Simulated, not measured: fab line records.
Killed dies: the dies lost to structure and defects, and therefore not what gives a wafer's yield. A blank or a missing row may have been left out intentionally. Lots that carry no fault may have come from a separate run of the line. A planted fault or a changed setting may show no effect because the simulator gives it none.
Split-lot study	flow n5Finfet	21 wafers read across 7 lots, on a route 1938 steps long

## ON THE SPLIT
At N5_FIN_SAQP_SPACER1_ALD_24 (deposits SiO2, target thk 20.3 nm, pulse time 1 s, purge time 2 s), the setting aldCycles was moved away from the recipe's 218 on 7 of the 21 wafers read, by -12.8% to +10.1%. This setting was run at the recipe's value on the other wafers.

## FROM THE SPLIT TO THE READING: what the file shows between them, 2 steps
- N5_FIN_SAQP_SPACER1_ETCHBACK_25: etches SiO2 in CHF3/O2, target depth 24.4 nm, time 12.2 s
- N5_FIN_SAQP_MANDREL1_REMOVE_56: chemistry HBr/Cl2/O2, target a-Si, stops on SiNx, bt time 10 s

## THE READING
cdNm, in nm, at N5_FIN_SAQP_CD_MEAS_27 (target cd 20 nm). On this fab line, fault-free wafers typically give 20.30 nm with a standard deviation of 0.22 nm.

wafer	tool, chamber at the split	aldCycles as run	against the recipe	cdNm, nm	against lot-mates on the recipe
L077.1	aldSin-03, 3	218	recipe	20.64	-
L077.3	aldSin-03, 2,0	218	recipe	20.55	-
L077.4	aldSin-03, 2,0	218	recipe	20.44	-
L081.3	aldSin-03, 0	236	+8.3%	22.03	+1.92
L081.5	aldSin-03, 0	218	recipe	20.11	-
L081.6	aldSin-03, 3	236	+8.3%	22.09	+1.98
L088.1	aldSin-03, 2,1	218	recipe	20.33	-
L088.3	aldSin-03, 0	190	-12.8%	17.39	-2.92
L088.5	aldSin-03, 2,1	218	recipe	20.30	-
L090.1	aldSin-01, 0,2,1	218	recipe	20.24	-
L090.4	aldSin-01, 0,2,1	218	recipe	20.59	-
L090.5	aldSin-01, 0,2,1	218	recipe	20.08	-
L091.3	aldSin-02, 0	218	recipe	20.29	-
L091.4	aldSin-02, 2,3	240	+10.1%	22.36	+2.07
L091.6	aldSin-02, 2,3	240	+10.1%	22.49	+2.20
L095.3	aldSin-03, 3,2	191	-12.4%	17.71	-2.92
L095.4	aldSin-03, 3,2	191	-12.4%	17.84	-2.79
L095.6	aldSin-03, 0	218	recipe	20.63	-
L096.1	aldSin-01, 2,3,2	218	recipe	20.35	-
L096.4	aldSin-01, 2,3,2	218	recipe	19.96	-
L096.5	aldSin-01, 2,3,2	218	recipe	20.97	-
The file does not say which wafer passed through which chamber wherever a row lists several chambers: such a row stands for several wafers.

THE FIT
A straight line over all 21 wafers: cdNm changes by +0.212 nm for each +1% of aldCycles; r = +0.99; the points scatter about the line by 0.23 nm.
The same after taking each lot's own level away (the mean of its wafers on the recipe; 21 wafers): +0.226 nm for each +1%; r = +0.99; scatter 0.2 nm.
On that fit, the largest move of aldCycles shifts the reading by 2.9 nm.
The lots' own levels span 20.110 to 20.630 nm, that is 2.4 times the standard deviation above.
Consequently the slope shifts little with the lot-to-lot level, the two slopes agreeing.
Check: with one of the wafers moved furthest among these (-12.8%) left out of the fit, the line predicts -2.91 nm for it against its lot-mates. It came out at -2.92 nm against them.

## FURTHER SPLITS ON THESE WAFERS
Other splits were also applied to these wafers ahead of the reading. Each is held against what the fit with the lots' levels taken away leaves over:
other split on the same wafers	wafers away from the commonest value	r with cdNm (lot level and that fit taken away)
N5_WELL_APT_EXPOSE_22 doseMj	4	+0.54
N5_FIN_SAQP_HM_DEP_03 timeS	5	+0.27

## THE WHOLE CHAIN: every reading that the file lists as answering this split, in the file's order
step	what it does	reading	change (the file's fit)	r (the file's)
N5_FIN_SAQP_SPACER1_ALD_24	deposits SiO2, target thk 20.3 nm, pulse time 1 s, purge time 2 s	SiO2_of_FIN_SAQP_SPACER1_ALD_24.thkNm (the simulator's own value, which no gauge read)	+0.206 nm for each +1% of the setting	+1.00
N5_FIN_SAQP_MANDREL1_REMOVE_56	chemistry HBr/Cl2/O2, target a-Si, stops on SiNx, bt time 10 s	FIN_SAQP.cdNm (the simulator's own value, which no gauge read)	+0.212 nm for each +1% of the setting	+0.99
N5_FIN_SAQP_CD_MEAS_27	target cd 20 nm	cdNm	+0.227 nm for each +1% of the setting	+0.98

## THE FILE'S OWN FIT
cdNm changes by +0.227 nm for each +1% of aldCycles, r = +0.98.
